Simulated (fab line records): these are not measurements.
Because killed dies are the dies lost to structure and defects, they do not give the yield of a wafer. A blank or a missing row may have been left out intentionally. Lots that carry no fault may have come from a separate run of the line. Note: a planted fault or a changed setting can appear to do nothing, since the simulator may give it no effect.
Chamber matching    flow n5_finfet    N5_HKMG_FIN_ETCH_32 on rie_diel-01: 4 sister chambers
The step etches SOC in N2/H2, target depth 240 nm, time 300 s. 14 wafers are shown with their chamber, then 7 later ones without.

WAFERS PAIRED WITH THEIR CHAMBERS
wafer   chamber  drypump_motor_current_A (A)  throttle_valve_pct (%)  showerhead_plenum_p_Torr (Torr)
L661.2  0        6.7                          18.04                   2.63
L661.5  3        5.5                          18.04                   2.53
L661.6  0        6.7                          18.07                   2.63
L663.2  1        6.5                          17.31                   2.58
L663.5  3        5.5                          18.05                   2.53
L663.6  2        5.3                          18.05                   2.52
L664.1  0        6.7                          18.06                   2.63
L664.3  1        6.4                          17.32                   2.58
L664.5  2        5.3                          18.05                   2.52
L670.3  0        6.7                          18.10                   2.62
L670.4  3        5.5                          18.07                   2.52
L670.5  0        6.7                          18.09                   2.62
L673.3  1        6.4                          17.37                   2.57
L673.4  0        6.7                          18.12                   2.62

SIGNATURES, as means of the wafers listed above
reading                   chamber 0  chamber 1  chamber 2  chamber 3  scatter within a chamber
drypump_motor_current_A   6.700      6.433      5.300      5.500      0.0258
throttle_valve_pct        18.0800    17.3333    18.0500    18.0533    0.0259
showerhead_plenum_p_Torr  2.6250     2.5767     2.5200     2.5267     0.00532
Rule: for each reading, subtract the chamber's mean from the wafer's reading, divide by that reading's scatter and square the result; add these up over the readings and take the root, which gives the wafer's distance from the chamber. If the next closest chamber is less than 2 further off than the closest, the wafer can't be placed; otherwise it belongs to the closest. The scatter: the root of (the sum of the squares of (reading less its chamber's mean) over the shown wafers, divided by (wafers less chambers)).

WAFERS WITHOUT THEIR CHAMBER
wafer   drypump_motor_current_A (A)  throttle_valve_pct (%)  showerhead_plenum_p_Torr (Torr)
L673.6  5.4                          18.09                   2.52
L677.1  5.3                          18.10                   2.51
L677.3  5.5                          18.11                   2.51
L677.4  5.3                          18.09                   2.51
L681.1  5.4                          18.11                   2.51
L681.3  6.4                          17.40                   2.56
L681.4  5.3                          18.12                   2.51

THE CHAMBER EACH PASSED THROUGH
wafer   from the rows above      in truth
L673.6  can't be placed: 2 or 3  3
L677.1  2                        2
L677.3  3                        3
L677.4  2                        2
L681.1  can't be placed: 2 or 3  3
L681.3  1                        1
L681.4  2                        2
5 of 7 placed correctly. These rows do not allow placing 2 (true chamber among the candidates in 2). Number placed wrongly: 0.
